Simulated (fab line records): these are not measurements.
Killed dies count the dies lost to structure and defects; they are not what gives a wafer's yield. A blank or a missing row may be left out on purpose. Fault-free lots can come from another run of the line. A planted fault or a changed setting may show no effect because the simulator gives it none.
Split-lot study | flow n5_finfet | 21 wafers read across 7 lots, on a route 1938 steps long

## THE SPLIT
At N5_BEOL_M3_COAT_76 (time 60 s, resist thk 5 nm), the setting spin_rpm was moved away from the recipe's 1500 rpm on 7 of the 21 wafers read, by -9.7% to +8.5%. All remaining wafers had this setting at the recipe value.

## FROM THE SPLIT TO THE READING: what the file shows between them, 3 steps
- N5_BEOL_M3_COAT_22: resist thk 30 nm
- N5_BEOL_M3_EBR_24
- N5_BEOL_M3_DESCUM_33: chemistry O2, time 7 s

## THE READING
etch.depth_nm (the simulator's own value, which no gauge read), in nm, at N5_BEOL_M3_ETCH_77 (etches underlayer in N2/H2, target depth 6.5 nm, time 5.2 s). The file does not state a usual value for it. The 14 wafers here that ran the recipe average 5.002 nm, standard deviation 0.012 nm.

wafer  | tool, chamber at the split | spin_rpm as run, rpm | against the recipe | etch.depth_nm, nm | against lot-mates on the recipe
L075.1 | litho_track-05, 0          | 1355                 | -9.7%              | 5.246             | +0.257
L075.2 | litho_track-05, 0          | 1355                 | -9.7%              | 5.256             | +0.267
L075.5 | litho_track-05, 0          | 1500                 | recipe             | 4.989             | -
L078.1 | litho_track-05, 0          | 1500                 | recipe             | 5.014             | -
L078.2 | litho_track-05, 0          | 1500                 | recipe             | 5.001             | -
L078.5 | litho_track-05, 0          | 1500                 | recipe             | 5.004             | -
L079.2 | litho_track-01, 0          | 1446                 | -3.6%              | 5.086             | +0.091
L079.3 | litho_track-01, 0          | 1500                 | recipe             | 5                 | -
L079.4 | litho_track-01, 0          | 1500                 | recipe             | 4.991             | -
L085.1 | litho_track-05, 0          | 1500                 | recipe             | 5.024             | -
L085.5 | litho_track-05, 0          | 1500                 | recipe             | 5.019             | -
L085.6 | litho_track-05, 0          | 1500                 | recipe             | 5.008             | -
L090.2 | litho_track-05, 0          | 1424                 | -5.1%              | 5.151             | +0.143
L090.5 | litho_track-05, 0          | 1424                 | -5.1%              | 5.142             | +0.134
L090.6 | litho_track-05, 0          | 1500                 | recipe             | 5.008             | -
L096.1 | litho_track-01, 0          | 1500                 | recipe             | 4.987             | -
L096.4 | litho_track-01, 0          | 1500                 | recipe             | 4.979             | -
L096.6 | litho_track-01, 0          | 1500                 | recipe             | 4.993             | -
L097.1 | litho_track-04, 0          | 1627                 | +8.5%              | 4.795             | -0.212
L097.2 | litho_track-04, 0          | 1500                 | recipe             | 5.007             | -
L097.4 | litho_track-04, 0          | 1627                 | +8.5%              | 4.801             | -0.206

THE FIT
A straight line over all 21 wafers: etch.depth_nm changes by -0.0253 nm for each +1% of spin_rpm; r = -0.99; the points scatter about the line by 0.012 nm.
The same after taking each lot's own level away (the mean of its wafers on the recipe; 21 wafers): -0.0261 nm for each +1%; r = -1.00; scatter 0.0069 nm.
On that fit, the largest move of spin_rpm shifts the reading by 0.25 nm.
From 4.9863 to 5.0170 nm: that is the span of the lots' own levels, equal to 2.5 times the standard deviation above.
Consequently the slope shifts little with the lot-to-lot level, the two slopes agreeing.
Check: with one of the wafers moved furthest among these (-9.7%) left out of the fit, the line predicts +0.254 nm for it against its lot-mates. Against them it came out at +0.257 nm.

## FURTHER SPLITS ON THESE WAFERS
These wafers also went through other splits before the reading. Each is held against what the fit with the lots' levels taken away leaves over:
other split on the same wafers            | wafers away from the commonest value | r with etch.depth_nm (lot level and that fit taken away)
N5_BEOL_M0_SAQP_SPACER1_ALD_98 ald_cycles | 9                                    | +0.09
N5_BEOL_M0_SPUTTER_116 time_s             | 8                                    | -0.30
N5_BEOL_M1_COAT_05 spin_rpm               | 5                                    | +0.37
N5_BEOL_M1_ETCH_64 time_s                 | 6                                    | -0.01
N5_BEOL_M2_ILD_DEP_00 time_s              | 8                                    | -0.14
N5_BEOL_M2_COAT_62 spin_rpm               | 8                                    | +0.12
N5_BEOL_M2_ETCH_69 bias_w                 | 6                                    | +0.04
N5_BEOL_M2_TRENCH_ETCH_37 bias_w          | 7                                    | -0.16

## FILE'S OWN FIT
etch.depth_nm changes by -0.0261 nm for each +1% of spin_rpm, r = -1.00.
